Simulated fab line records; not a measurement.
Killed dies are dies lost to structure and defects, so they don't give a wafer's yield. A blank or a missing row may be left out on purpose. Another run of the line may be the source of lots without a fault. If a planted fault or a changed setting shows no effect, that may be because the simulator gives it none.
fab line records ; flow n5-finfet
record: lots: 5; wafers: 15; last-day: 17
route steps=1938 shown BEOL_M1@779 BEOL_M4@1111 PASSIVATION@1936
lots that met no fault: taken from a fault-free run of the same line
start-h: start of the lot's first displayed wafer, in hours after the record's first day ; wait-h: hours since the lot's step before ; " repeats the value in the row above ; L1.1+2: a row that stands for several wafers ; - either no value or no given start ; * or withheld: withheld ; < > ~ a bound
route shown NAME@n: a module of which the file shows steps, and the number in the route of the first ; usual: mean/standard deviation of fault-free wafers ; same: alike in all rows ; chamber/n: place in a boat ; sites: per-site readings ; _std_site: the values' standard deviation ; _edge_site: mean of outer sites minus mean of inner sites ; radius-mm: how far each site lies from the wafer's centre ; mask NAME#n: copy n ; behind: tool/chamber where the wafer was last shaped ; hold: why the lot went on hold/how many hours it stayed there/how the hold came to an end ; device: the n, p or np transistor that did not switch ; end of line: at the end of the route, the tests of the same wafers ; where a step has no rows: the recipe by itself ; killed: not the wafer's yield, but the dies lost to structure and defects at the first sort ; map: per-die view of a wafer (x killed, . not killed, _ where there is no die)
set.NAME: the setting the step ran with; set.NAME@STEP: the setting that earlier step ran with ; model.NAME: the simulator's own value behind a step, which no gauge read
lots seen at some steps along the route; tables by step, rows by wafer
services: when a tool's chamber went out of use (start-h, in hours from the record's first day, below 0 if earlier), for how many hours, and the reason
== steps ==
step: N5_BEOL_M1_COAT_76
recipe: resist: underlayer; temp-c: 205; time-s: 60; spin-rpm: 1500; resist-thk-nm: 5
step: N5_BEOL_M1_COAT_22
recipe: resist: CAR-EUV; spin-rpm: 1500; resist-thk-nm: 30
step: N5_BEOL_M1_EBR_24
recipe: solvent: PGMEA; ebr-width-mm: 1.5
step: N5_BEOL_M1_SOFTBAKE_23
recipe: temp-c: 110; time-s: 60; resist: CAR-EUV
step: N5_BEOL_M1_EXPOSE_25
recipe: mask-id: V0; na: 0.33; source-shape: quasar; sigma-inner: 0.2; sigma-outer: 0.8; polarization: unpolarized; defocus-nm: 5; target-cd-nm: 24; dose-mj: 63
step: N5_BEOL_M1_PEB_26
recipe: peb-temp-c: 100; peb-time-s: 60; resist: CAR-EUV
step: N5_BEOL_M1_DEVELOP_27
recipe: develop-time-s: 30; developer: TMAH; resist: CAR-EUV; rinse-liquid: surfactant-rinse; dry: air-spin; dev-temp-c: 23
step: N5_BEOL_M1_DESCUM_33
recipe: chemistry: O2; time-s: 7; source-power-w: 50; bias-power-w: 20; pressure-mtorr: 20; rf-frequency-hz: 2.712e+07; temp-c: 40; resist: CAR-EUV; o2-flow-sccm: 225
step: N5_BEOL_M1_ETCH_77
recipe: chemistry: N2/H2; target: underlayer; target-depth-a: 65; mask-material: CAR-EUV; time-s: 5.2; ion-energy-ev: 200; pressure-mtorr: 30; source-w: 840; bias-w: 150; n2-flow-sccm: 200; h2-flow-sccm: 200; ends: cleared
step: N5_BEOL_M1_ETCH_69
recipe: chemistry: CF4; target: SiARC; target-depth-a: 156; mask-material: CAR-EUV; time-s: 26; ion-energy-ev: 80; pressure-mtorr: 40; source-w: 545; bias-w: 36; Ar_flow_sccm: 100; cf4-flow-sccm: 100; ends: cleared
usual: bias-w: 36.02/0.11; cf4-flow-sccm: 99.9/0.3; drypump-motor-current-A: 5.9/0.35; etch-rf-on-time-s: 26.2/0.53; oes-product-au: 0.64/0.057; rf-vpp-V: 184.2/1.4; showerhead-plenum-p-Torr: 2.16/0.079; throttle-valve-pct: 15.62/0.2
lot.wafer;tool;chamber;start-h;wait-h;bias-w;cf4-flow-sccm;drypump-motor-current-A;etch-rf-on-time-s;oes-product-au;rf-hours-counter-h;rf-vpp-V;showerhead-plenum-p-Torr;throttle-valve-pct;model.CAR-EUV_of_BEOL_M1_COAT_22.thk-nm
L387.2;rie-diel-01;0;167.97;0.0;36.21;99.3;5.5;25.8;0.71;69;184.7;2.27;15.68;11
L387.3;rie-diel-01;3;167.97;0.0;36.07;100.0;5.7;26.3;0.61;194;186.1;2.21;15.57;11.2
L387.4;rie-diel-01;1;167.97;0.0;36.07;100.5;6.3;25.4;0.68;150;184.5;2.22;15.23;11.2
L391.2;rie-diel-01;0;192.46;0.0;-;-;-;-;-;-;-;-;-;20.4
L391.3;rie-diel-01;1;192.46;0.0;-;-;-;-;-;-;-;-;-;20.4
L391.5;rie-diel-01;3;192.46;0.0;-;-;-;-;-;-;-;-;-;20.4
L392.2;rie-diel-01;3;206.44;0.0;-;-;-;-;-;-;-;-;-;20.4
L392.4;rie-diel-01;1;206.44;0.0;-;-;-;-;-;-;-;-;-;20.2
L392.6;rie-diel-01;3;206.44;0.0;-;-;-;-;-;-;-;-;-;20.2
L393.2;rie-diel-01;2;210.70;0.0;-;-;-;-;-;-;-;-;-;20.2
L393.3;rie-diel-01;0;210.70;0.0;-;-;-;-;-;-;-;-;-;20.4
L393.6;rie-diel-01;3;210.70;0.0;-;-;-;-;-;-;-;-;-;20.4
L401.2;rie-diel-05;0;254.49;0.0;36.08;99.9;5.5;26.4;0.62;159;181.4;2.06;15.86;11.4
L401.5;rie-diel-05;1;254.49;0.0;36.03;99.9;6.1;26.4;0.58;-;182.3;2.04;15.51;11.2
L401.6;rie-diel-05;2;254.49;0.0;36.07;99.8;5.6;25.7;0.82;-;185.6;2.18;15.34;11.2
step: N5_BEOL_M1_ALD_98
recipe: material: SiO2; target-thk-a: 25; temp-c: 100; ald-precursor-family: BDEAS; ald-co-reactant: O2-plasma; pulse-time-s: 1; co-reactant-pulse-time-s: 1; purge-time-s: 2; co-reactant-purge-time-s: 2; ald-cycles: 17; pressure-torr: 2
step: N5_BEOL_M1_ETCHBACK_99
recipe: chemistry: CHF3; target: SiO2; target-depth-a: 50; time-s: 10.4; source-w: 215; bias-w: 47; Ar_flow_sccm: 200; CHF3_flow_sccm: 12; ion-energy-ev: 100; pressure-mtorr: 30
usual: drypump-motor-current-A: 5.9/0.41; oes-product-au: 0.75/0.059; rf-vpp-V: 241/4.1; showerhead-plenum-p-Torr: 2.16/0.085; throttle-valve-pct: 17.08/0.22
same: time-s: 10.4
lot.wafer;tool;chamber;start-h;wait-h;drypump-motor-current-A;oes-product-au;rf-hours-counter-h;rf-vpp-V;showerhead-plenum-p-Torr;throttle-valve-pct;model.CAR-EUV_of_BEOL_M1_COAT_22.thk-nm
L387.2;rie-diel-01;1;171.56;3.5;6.3;0.80;151;249;2.25;16.74;10.4
L387.3;rie-diel-01;0;171.56;3.5;5.5;0.83;70;239;2.28;17.14;10.4
L387.4;rie-diel-01;3;171.56;3.5;5.7;0.72;195;239;2.23;17.03;10.4
L391.2;rie-diel-06;2;192.72;0.1;6.3;0.27;204;241;2.13;16.99;19.6
L391.3;rie-diel-06;1;192.72;0.1;5.8;0.32;45;240;2.21;17.01;19.6
L391.5;rie-diel-06;2;192.72;0.1;6.3;0.27;-;242;2.13;16.98;19.6
L392.2;rie-diel-05;3;209.01;2.1;5.8;0.28;194;239;2.24;17.28;19.6
L392.4;rie-diel-05;0;209.01;2.1;5.6;0.28;143;247;2.06;17.24;19.6
L392.6;rie-diel-05;0;209.01;2.1;5.5;0.28;-;247;2.06;17.23;19.6
L393.2;rie-diel-01;2;221.10;10.3;6.3;0.27;185;234;2.05;16.94;19.6
L393.3;rie-diel-01;0;221.10;10.3;5.5;0.30;84;238;2.27;17.14;19.8
L393.6;rie-diel-01;0;221.10;10.3;5.5;0.30;-;238;2.27;17.13;19.6
L401.2;rie-diel-01;3;256.60;2.0;5.7;0.70;220;239;2.22;17.06;10.6
L401.5;rie-diel-01;3;256.60;2.0;5.7;0.71;-;241;2.22;17.06;10.4
L401.6;rie-diel-01;2;256.60;2.0;6.4;0.72;-;236;2.05;16.99;10.6
step: N5_BEOL_M1_ETCH_70
recipe: chemistry: N2/H2; target: SOC; target-depth-a: 800; overetch-a: 160; mask-material: SiARC; temp-c: 40; time-s: 120; ion-energy-ev: 200; pressure-mtorr: 30; source-w: 840; bias-w: 150; n2-flow-sccm: 200; h2-flow-sccm: 200
usual: bias-w: 150.0/0.44; chamber-pressure-mTorr: 29.996/0.03; drypump-motor-current-A: 5.9/0.41; oes-product-au: 0.58/0.041; rf-vpp-V: 524.1/3; showerhead-plenum-p-Torr: 2.55/0.1; throttle-valve-pct: 17.80/0.24
same: time-s: 120
lot.wafer;tool;chamber;start-h;wait-h;bias-w;chamber-pressure-mTorr;drypump-motor-current-A;oes-product-au;rf-hours-counter-h;rf-vpp-V;showerhead-plenum-p-Torr;throttle-valve-pct
L387.2;rie-diel-01;1;171.60;0.0;149.8;29.965;6.3;0.59;151;527.9;2.65;17.31
L387.3;rie-diel-01;0;171.60;0.0;150.6;29.960;5.5;0.63;70;526.8;2.69;17.81
L387.4;rie-diel-01;3;171.60;0.0;149.9;30.027;5.8;0.55;195;526.7;2.63;17.84
L391.2;rie-diel-06;2;192.76;0.0;150.7;30.006;6.4;0.27;204;522.2;2.50;17.66
L391.3;rie-diel-06;1;192.76;0.0;149.1;29.982;5.8;0.32;45;524.8;2.60;17.72
L391.5;rie-diel-06;2;192.76;0.0;150.2;29.995;6.3;0.27;-;523.7;2.50;17.65
L392.2;rie-diel-05;3;209.04;0.0;149.7;29.974;5.8;0.28;194;525.2;2.64;17.95
L392.4;rie-diel-05;0;209.04;0.0;150.1;30.043;5.5;0.28;143;521.9;2.44;18.02
L392.6;rie-diel-05;0;209.04;0.0;150.5;29.955;5.5;0.28;-;521.9;2.44;18.01
L393.2;rie-diel-01;2;221.13;0.0;150.0;30.003;6.4;0.27;185;521.0;2.43;17.64
L393.3;rie-diel-01;0;221.13;0.0;150.1;30.017;5.5;0.30;84;528.3;2.69;17.80
L393.6;rie-diel-01;0;221.13;0.0;149.8;29.979;5.5;0.31;-;527.1;2.69;17.80
L401.2;rie-diel-01;3;256.63;0.0;150.4;29.988;5.7;0.54;221;526.3;2.62;17.89
L401.5;rie-diel-01;3;256.63;0.0;149.7;29.950;5.7;0.54;-;525.9;2.62;17.87
L401.6;rie-diel-01;2;256.63;0.0;150.1;30.014;6.4;0.55;-;519.7;2.43;17.69
step: N5_BEOL_M4_RC_MEAS_101
usual: DIBL_N: 35.8/1.6; DIBL_P: 36.0/1.9; IOFF_N: 0.151/0.029; IOFF_P: 0.21/0.037; ION_N: 673/12; ION_P: 463/7.3; SS_N: 71.5/0.58; SS_P: 73.2/0.61; VT_N: 251/3.3; VT_P: -250/3.3
lot.wafer;tool;chamber;start-h;wait-h;DIBL_N[mV/V];DIBL_P[mV/V];IOFF_N[nA/um];IOFF_P[nA/um];ION_N[uA/um];ION_P[uA/um];SS_N[mV/dec];SS_P[mV/dec];VT_N[mV];VT_P[mV]
L387.2;prober-02;0;220.56;0.2;39.2;40.5;0.212;0.25;688;470;71.9;73.7;245;-249
L387.3;prober-02;0;220.56;0.2;36.3;36.0;0.138;0.19;680;461;71.9;73.4;253;-252
L387.4;prober-02;0;220.56;0.2;39.0;39.5;0.199;0.24;685;465;71.9;73.9;246;-249
L401.2;prober-01;0;306.71;0.2;36.0;35.1;0.166;0.22;682;468;71.5;72.6;248;-249
L401.5;prober-01;0;306.71;0.2;34.0;32.7;0.138;0.19;667;464;71.0;71.6;249;-250
L401.6;prober-01;0;306.71;0.2;40.3;41.7;0.263;0.36;694;477;73.4;74.7;242;-242
step: N5_PASSIVATION_PROBE_49
usual: defect-limited-yield: 90.9/1.4; killed_at_M0_to_M3: 37/12; killed_at_M4_up: 14/5.3; killed-at-contacts: 12/6.2; killed-at-front-end: 41/11; killed-at-other: 3.7/2.9; killed-dies: 107/17; killed-on-rim: 14/4.4; killed-open: 71/12; killed-short: 34/7.9; sort_bin_5_function: 5.3/0.95; sort_bin_6_memory: 3.4/0.7; sort-n-pass: 1073/17; sort-yield-pct: 90.9/1.5
same: gross-dies: 1180; killed-at-back-side: 0; sort_bin_4_leakage[%]: 0; sort_bin_8_speed[%]: 0
lot.wafer;tool;chamber;start-h;wait-h;defect-limited-yield[%];killed_at_M0_to_M3;killed_at_M4_up;killed-at-contacts;killed-at-front-end;killed-at-other;killed-dies;killed-on-rim;killed-open;killed-short;sort_bin_5_function[%];sort_bin_6_memory[%];sort-n-pass;sort-yield-pct[%]
L391.2;prober-02;-;352.86;0.1;0;1099;14;18;48;1;1180;152;70;42;96.5;3.0;0;0
L391.3;prober-02;-;352.91;0.1;0;1091;11;16;56;6;1180;152;67;43;96.4;3.1;0;0
L391.5;prober-02;-;353.01;0.2;0;1121;8;7;41;3;1180;152;64;24;96.9;3.0;0;0
L392.2;prober-01;-;353.41;0.1;0;1124;14;7;32;3;1180;152;60;26;96.8;3.0;0;0
L392.4;prober-01;-;353.51;0.2;0;1126;14;7;31;2;1180;152;62;34;97.3;2.5;0;0
L392.6;prober-01;-;353.61;0.3;0;1123;20;5;30;2;1180;152;60;22;96.6;3.1;0;0
L393.2;prober-01;-;369.50;0.5;0;1116;19;2;39;4;1180;152;71;35;95.8;3.7;0;0
L393.3;prober-01;-;369.55;0.5;0;1117;18;3;38;4;1180;152;70;33;96.7;3.1;0;0
L393.6;prober-01;-;369.70;0.7;0;1105;24;5;43;3;1180;152;65;39;96.5;3.2;0;0
L401.2;prober-01;-;403.46;0.1;90.3;28;21;10;54;1;114;26;70;35;5.3;3.5;1066;90.3
L401.5;prober-01;-;403.61;0.2;89.2;42;20;11;55;0;128;16;90;38;6.6;3.7;1052;89.2
L401.6;prober-01;-;403.66;0.3;90.3;32;12;6;63;1;114;15;73;40;5.2;4.3;1066;90.3
killed by level:class
L391.2 BEOL_M1:area-etch=1068 STI_FIN_REVEAL:geometric-particle:open=14 MOL_CONTACT_COAG:geometric-particle:open=12 DUMMY_GATE:geometric-particle:open=9 BEOL_M0_SAQP:geometric-particle:short=8 GATE_CUT:geometric-particle:short=7 BEOL_M0_SAQP:geometric-particle:open=7 FIN_SAQP:geometric-particle:short=6
L391.3 BEOL_M1:area-etch=1070 MOL_CONTACT_COAG:geometric-particle:open=13 STI_FIN_REVEAL:geometric-particle:open=10 FIN_SAQP:geometric-particle:open=7 FIN_SAQP:geometric-particle:short=7 GATE_CUT:geometric-particle:short=7 DUMMY_GATE:geometric-particle:open=6 BEOL_M0_SAQP:geometric-particle:open=6
L391.5 BEOL_M1:area-etch=1092 STI_FIN_REVEAL:geometric-particle:open=12 DUMMY_GATE:geometric-particle:open=7 BEOL_M2:geometric-particle:open=7 MOL_CONTACT_COAG:geometric-particle:open=7 BEOL_M0_SAQP:geometric-particle:open=7 BEOL_M0_SAQP:geometric-particle:short=6 GATE_CUT:geometric-particle:short=4
L392.2 BEOL_M1:area-etch=1093 BEOL_M2:geometric-particle:open=9 MOL_CONTACT_COAG:geometric-particle:open=7 FIN_SAQP:geometric-particle:open=6 GATE_CUT:geometric-particle:open=5 BEOL_M0_SAQP:geometric-particle:short=5 BEOL_M2:geometric-particle:short=5 STARTING-WAFER:geometric-particle:short=5
L392.4 BEOL_M1:area-etch=1083 BEOL_M2:geometric-particle:open=13 BEOL_M4:geometric-particle:open=10 BEOL_M1:geometric-particle:open=9 GATE_CUT:geometric-particle:short=8 FIN_SAQP:geometric-particle:short=7 MOL_CONTACT_COAG:geometric-particle:open=7 BEOL_M0_SAQP:geometric-particle:short=7
L392.6 BEOL_M1:area-etch=1097 BEOL_M4:geometric-particle:open=14 BEOL_M2:geometric-particle:open=10 FIN_SAQP:geometric-particle:open=9 BEOL_M1:geometric-particle:open=6 STI_FIN_REVEAL:geometric-particle:open=4 MOL_CONTACT_COAG:geometric-particle:open=4 FIN_SAQP:geometric-particle:short=3
L393.2 BEOL_M1:area-etch=1072 FIN_SAQP:geometric-particle:open=17 BEOL_M0_SAQP:geometric-particle:short=16 BEOL_M0_SAQP:geometric-particle:open=12 BEOL_M4:geometric-particle:open=12 BEOL_M2:geometric-particle:open=8 FIN_SAQP:geometric-particle:short=7 GATE_CUT:geometric-particle:short=4
L393.3 BEOL_M1:area-etch=1077 FIN_SAQP:geometric-particle:open=12 BEOL_M4:geometric-particle:open=10 BEOL_M1:geometric-particle:open=10 BEOL_M0_SAQP:geometric-particle:open=9 FIN_SAQP:geometric-particle:short=8 BEOL_M0_SAQP:geometric-particle:short=7 BEOL_M2:geometric-particle:open=7
L393.6 BEOL_M1:area-etch=1076 FIN_SAQP:geometric-particle:short=14 BEOL_M2:geometric-particle:open=11 FIN_SAQP:geometric-particle:open=10 BEOL_M4:geometric-particle:open=9 BEOL_M0_SAQP:geometric-particle:short=8 BEOL_M8:geometric-particle:open=7 STI_FIN_REVEAL:geometric-particle:open=5
L401.2 FIN_SAQP:geometric-particle:open=19 BEOL_M4:geometric-particle:open=8 FIN_SAQP:geometric-particle:short=7 BEOL_M0_SAQP:geometric-particle:short=7 BEOL_M3:geometric-particle:open=7 MOL_CONTACT_COAG:geometric-particle:open=6 HKMG_FIN:area-etch=6 STI_FIN_REVEAL:geometric-particle:open=4
L401.5 FIN_SAQP:geometric-particle:open=23 FIN_SAQP:geometric-particle:short=12 BEOL_M4:geometric-particle:open=11 MOL_CONTACT_COAG:geometric-particle:open=10 STI_FIN_REVEAL:geometric-particle:open=7 BEOL_M3:geometric-particle:open=7 BEOL_M3:geometric-particle:short=7 BEOL_M2:geometric-particle:open=6
L401.6 FIN_SAQP:geometric-particle:open=20 FIN_SAQP:geometric-particle:short=14 BEOL_M3:geometric-particle:open=8 GATE_CUT:geometric-particle:short=7 STI_FIN_REVEAL:geometric-particle:open=6 GATE_CUT:geometric-particle:open=6 BEOL_M0:geometric-particle:open=6 BEOL_M1:geometric-particle:open=6
map L391.2 (x killed, . not)
_________________xxxxxxxxxxxx________________
______________xxxxxxxxxxxxxxxxxx_____________
___________xxxxxxxxxxxxxxxxxxxxxxxx__________
__________xxxxxxxxxxxxxxxxxxxxxxxxxx_________
________xxxxxxxxxxxxxxxxxxxxxxxxxxxxxx_______
_______xxxxxxxxxxxxxxxxxxxxxxxxxxxxxxxx______
______xxxxxxxxxxxxxxxxxxxxxxxxxxxxxxxxxx_____
_____xxxxxxxxxxxxxxxxxxxxxxxxxxxxxxxxxxxx____
____xxxxxxxxxxxxxxxxxxxxxxxxxxxxxxxxxxxxxx___
___xxxxxxxxxxxxxxxxxxxxxxxxxxxxxxxxxxxxxxxx__
___xxxxxxxxxxxxxxxxxxxxxxxxxxxxxxxxxxxxxxxx__
__xxxxxxxxxxxxxxxxxxxxxxxxxxxxxxxxxxxxxxxxxx_
__xxxxxxxxxxxxxxxxxxxxxxxxxxxxxxxxxxxxxxxxxx_
_xxxxxxxxxxxxxxxxxxxxxxxxxxxxxxxxxxxxxxxxxxxx
_xxxxxxxxxxxxxxxxxxxxxxxxxxxxxxxxxxxxxxxxxxxx
_xxxxxxxxxxxxxxxxxxxxxxxxxxxxxxxxxxxxxxxxxxxx
_xxxxxxxxxxxxxxxxxxxxxxxxxxxxxxxxxxxxxxxxxxxx
_xxxxxxxxxxxxxxxxxxxxxxxxxxxxxxxxxxxxxxxxxxxx
_xxxxxxxxxxxxxxxxxxxxxxxxxxxxxxxxxxxxxxxxxxxx
_xxxxxxxxxxxxxxxxxxxxxxxxxxxxxxxxxxxxxxxxxxxx
_xxxxxxxxxxxxxxxxxxxxxxxxxxxxxxxxxxxxxxxxxxxx
__xxxxxxxxxxxxxxxxxxxxxxxxxxxxxxxxxxxxxxxxxx_
__xxxxxxxxxxxxxxxxxxxxxxxxxxxxxxxxxxxxxxxxxx_
___xxxxxxxxxxxxxxxxxxxxxxxxxxxxxxxxxxxxxxxx__
___xxxxxxxxxxxxxxxxxxxxxxxxxxxxxxxxxxxxxxxx__
____xxxxxxxxxxxxxxxxxxxxxxxxxxxxxxxxxxxxxx___
_____xxxxxxxxxxxxxxxxxxxxxxxxxxxxxxxxxxxx____
______xxxxxxxxxxxxxxxxxxxxxxxxxxxxxxxxxx_____
_______xxxxxxxxxxxxxxxxxxxxxxxxxxxxxxxx______
________xxxxxxxxxxxxxxxxxxxxxxxxxxxxxx_______
__________xxxxxxxxxxxxxxxxxxxxxxxxxx_________
___________xxxxxxxxxxxxxxxxxxxxxxxx__________
______________xxxxxxxxxxxxxxxxxx_____________
_________________xxxxxxxxxxxx________________
map L392.2 (x killed, . not)
_________________xxxxxxxxxxxx________________
______________xxxxxxxxxxxxxxxxxx_____________
___________xxxxxxxxxxxxxxxxxxxxxxxx__________
__________xxxxxxxxxxxxxxxxxxxxxxxxxx_________
________xxxxxxxxxxxxxxxxxxxxxxxxxxxxxx_______
_______xxxxxxxxxxxxxxxxxxxxxxxxxxxxxxxx______
______xxxxxxxxxxxxxxxxxxxxxxxxxxxxxxxxxx_____
_____xxxxxxxxxxxxxxxxxxxxxxxxxxxxxxxxxxxx____
____xxxxxxxxxxxxxxxxxxxxxxxxxxxxxxxxxxxxxx___
___xxxxxxxxxxxxxxxxxxxxxxxxxxxxxxxxxxxxxxxx__
___xxxxxxxxxxxxxxxxxxxxxxxxxxxxxxxxxxxxxxxx__
__xxxxxxxxxxxxxxxxxxxxxxxxxxxxxxxxxxxxxxxxxx_
__xxxxxxxxxxxxxxxxxxxxxxxxxxxxxxxxxxxxxxxxxx_
_xxxxxxxxxxxxxxxxxxxxxxxxxxxxxxxxxxxxxxxxxxxx
_xxxxxxxxxxxxxxxxxxxxxxxxxxxxxxxxxxxxxxxxxxxx
_xxxxxxxxxxxxxxxxxxxxxxxxxxxxxxxxxxxxxxxxxxxx
_xxxxxxxxxxxxxxxxxxxxxxxxxxxxxxxxxxxxxxxxxxxx
_xxxxxxxxxxxxxxxxxxxxxxxxxxxxxxxxxxxxxxxxxxxx
_xxxxxxxxxxxxxxxxxxxxxxxxxxxxxxxxxxxxxxxxxxxx
_xxxxxxxxxxxxxxxxxxxxxxxxxxxxxxxxxxxxxxxxxxxx
_xxxxxxxxxxxxxxxxxxxxxxxxxxxxxxxxxxxxxxxxxxxx
__xxxxxxxxxxxxxxxxxxxxxxxxxxxxxxxxxxxxxxxxxx_
__xxxxxxxxxxxxxxxxxxxxxxxxxxxxxxxxxxxxxxxxxx_
___xxxxxxxxxxxxxxxxxxxxxxxxxxxxxxxxxxxxxxxx__
___xxxxxxxxxxxxxxxxxxxxxxxxxxxxxxxxxxxxxxxx__
____xxxxxxxxxxxxxxxxxxxxxxxxxxxxxxxxxxxxxx___
_____xxxxxxxxxxxxxxxxxxxxxxxxxxxxxxxxxxxx____
______xxxxxxxxxxxxxxxxxxxxxxxxxxxxxxxxxx_____
_______xxxxxxxxxxxxxxxxxxxxxxxxxxxxxxxx______
________xxxxxxxxxxxxxxxxxxxxxxxxxxxxxx_______
__________xxxxxxxxxxxxxxxxxxxxxxxxxx_________
___________xxxxxxxxxxxxxxxxxxxxxxxx__________
______________xxxxxxxxxxxxxxxxxx_____________
_________________xxxxxxxxxxxx________________
== services ==
tool;chamber;start-h;hours;kind
rie-diel-05;0;157.45;2.8;repair
rie-diel-06;2;201.30;23.7;repair
rie-diel-06;3;202.27;7.3;repair
rie-diel-01;-;211.73;3.2;repair
rie-diel-05;2;220.81;-;clean
rie-diel-05;2;220.81;-;consumable-replace:focus-ring
rie-diel-05;2;220.81;17.9;scheduled-down
rie-diel-05;2;220.81;17.9;vent-cycle
rie-diel-06;0;226.90;-;clean
rie-diel-06;0;226.90;-;consumable-replace:focus-ring
rie-diel-06;0;226.90;-;consumable-replace:showerhead
rie-diel-06;0;226.90;20.7;scheduled-down
rie-diel-06;0;226.90;20.7;vent-cycle
rie-diel-01;-;243.61;0.2;repair
== key ==
first-sign: step: N5_BEOL_M1_ETCH_69; reading: tool-record; direction: missing
effect: step: N5_BEOL_M1_ETCHBACK_99; reading: oes-product-au; direction: down; sigmas: 7.9; usual: 0.75; struck: 0.29
effect: step: N5_BEOL_M1_ETCH_70; reading: oes-product-au; direction: down; sigmas: 7.2; usual: 0.58; struck: 0.29
effect: step: N5_PASSIVATION_PROBE_49; reading: sort_bin_5_function; direction: up; sigmas: 96; usual: 5.3; struck: 96.6
model-effect: step: N5_BEOL_M1_ETCH_69; value: CAR-EUV_of_BEOL_M1_COAT_22.thk-nm; without: 11.13; struck: 20.33
model-effect: step: N5_BEOL_M1_ETCHBACK_99; value: CAR-EUV_of_BEOL_M1_COAT_22.thk-nm; without: 10.36; struck: 19.62
more-kills-born-at: N5_BEOL_M1_ETCH_69@rie-diel-01: 9718
met-at N5_BEOL_M1_ETCH_69
struck-wafers L391.2,L391.3,L391.5,L392.2,L392.4,L392.6,L393.2,L393.3,L393.6
later-rows-left-out L391.2,L391.3,L391.5,L392.2,L392.4,L392.6,L393.2,L393.3,L393.6
onset-between 167.97 192.46
fault: kind: skipped-step-whole; tool: rie-diel-01; chamber: -; onset-h: 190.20; steps: N5_BEOL_M1_ETCH_69; scope: struck-lots-only
later-rows-left-out: the simulator's readings of these wafers behind a module that went badly wrong aren't trusted and aren't shown, but for the sort
